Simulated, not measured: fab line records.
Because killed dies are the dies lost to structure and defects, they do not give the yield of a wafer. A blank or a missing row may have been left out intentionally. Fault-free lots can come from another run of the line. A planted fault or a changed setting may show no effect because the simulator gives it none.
Struck lot and sound lot, side by side    flow n5_finfet    24 out of 1938 route steps
Sound: wafers L254.1, L254.3, L254.4. The struck wafers were L247.3, L247.5, L247.6. The cause comes at the end.
For every step that has rows: the tool of each side, followed by ch and its chambers, followed by its first start. Under that, the readings that differ: sound wafers    struck wafers    difference of the means    sigmas: that difference in standard deviations of wafers without a fault.
alike: readings whose means differ by less than 2 such deviations, and words and numbers that are the same on both sides. not compared: withheld readings, readings that some wafer has no value for, bounds like >300 that may hide the same value, and numbers for which the record gives no deviation and whose values overlap.
The two part at a step that has a row with sigmas, a row that says differs or no value, or rows on one side only. Non-overlapping numbers with no deviation appear without sigmas and do not part them. Lack of a reading on every wafer of one side parts them only where that side has two or more wafers.

first, 8 steps without rows for these wafers: N5_BEOL_M10_ANNEAL_51 (time 90 s); N5_BEOL_M10_CMP_52 (polishes, stops on SiCOH lowk, t overpolish 7 s, target thk 140 nm); N5_BEOL_M10_PRE_CLEAN_55 (time 15 s); N5_BEOL_M10_DEP_56 (deposits SiCN from 3MS/NH3, target thk 15 nm, time 26.5 s); N5_BEOL_M11_ILD_DEP_00 (deposits SiCOH lowk from DEMS/porogen, target thk 308.51 nm, time 58 s); N5_BEOL_M11_CURE_71 (cures SiCOH lowk, time 240 s); N5_BEOL_M11_PECVD_70 (deposits SiO2 from TEOS/O2, target thk 20 nm, time 22.7 s); N5_BEOL_M11_HM_DEP_02 (deposits TiN, target thk 20 nm).
N5_BEOL_M11_COAT_59: time 60 s, resist thk 100 nm.
  sound on litho_track-03 ch 0, day 14 09:48; struck on litho_track-04 ch 0, day 13 01:10
reading                                    sound                 struck                difference  sigmas
spin_speed_rpm (rpm)                       1500.8 1498.7 1502.1  1640.4 1641.2 1640.2  +140.1      +99 or more
model.SOC_of_BEOL_M11_COAT_59.thk_nm (nm)  100 100 100           95.4 95.6 95.4        -4.5        
  alike: chill_plate_temp_C, heater_power_total_W
then, 9 steps without rows for these wafers: N5_BEOL_M11_COAT_60 (time 60 s, resist thk 30 nm); N5_BEOL_M11_COAT_05 (resist thk 90 nm); N5_BEOL_M11_EBR_07; N5_BEOL_M11_SOFTBAKE_06 (time 60 s); N5_BEOL_M11_EXPOSE_08 (exposes mask M11); N5_BEOL_M11_PEB_09 (peb time 60 s); N5_BEOL_M11_DEVELOP_10 (develop time 30 s); N5_BEOL_M11_DESCUM_16 (chemistry O2, time 7.9 s); N5_BEOL_M11_ETCH_61 (etches SiARC in CF4, target depth 39 nm, time 65 s).
N5_BEOL_M11_ETCH_62: etches SOC in N2/H2, target depth 110 nm, overetch 22 nm, time 165 s.
  sound on rie_diel-02 ch 1,2,3, day 14 10:20; struck on rie_diel-04 ch 0,1,3, day 13 01:43
reading                   sound          struck             difference  sigmas
model.etch.depth_nm (nm)  100 100 99.96  95.39 95.52 95.48  -4.52       
  alike: chamber_pressure_mTorr, drypump_motor_current_A, oes_product_au, rf_fwd_power_W, rf_vpp_V, showerhead_plenum_p_Torr, throttle_valve_pct
  not compared: rf_hours_counter_h
then, 2 steps without rows for these wafers: N5_BEOL_M11_STRIP_68 (strips in N2/H2); N5_BEOL_M11_STRIP_67 (strips in CF4).
N5_BEOL_M11_HM_OPEN_17: chemistry Cl2/BCl3, target TiN, target depth 20 nm, overetch 6 nm.
  sound on rie_metal-01 ch 0,1, day 14 10:32; struck on rie_metal-02 ch 0,1, day 13 01:56
reading                                    sound           struck          difference  sigmas
model.SOC_of_BEOL_M11_COAT_59.thk_nm (nm)  92.4 92.4 92.2  86.8 87.8 86.8  -5.2        
  alike: bcl3_flow_sccm, chamber_pressure_mTorr, drypump_motor_current_A, mfc_ar_sccm, oes_product_au, rf_fwd_power_W, throttle_valve_pct
  not compared: rf_hours_counter_h
then, 1 step without rows for these wafers: N5_BEOL_M11_STRIP_19 (strips in O2).
N5_PASSIVATION_PROBE_49:
  sound wafers here have rows in the record (prober-02, day 16 04:44); struck ones have none

== WHERE THEY PART ==
Last at N5_PASSIVATION_PROBE_49 as far as this record goes, first at N5_BEOL_M11_COAT_59.

WHY: whatever the simulator had introduced
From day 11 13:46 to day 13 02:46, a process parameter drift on litho_track-04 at N5_BEOL_M11_COAT_59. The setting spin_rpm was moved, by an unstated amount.
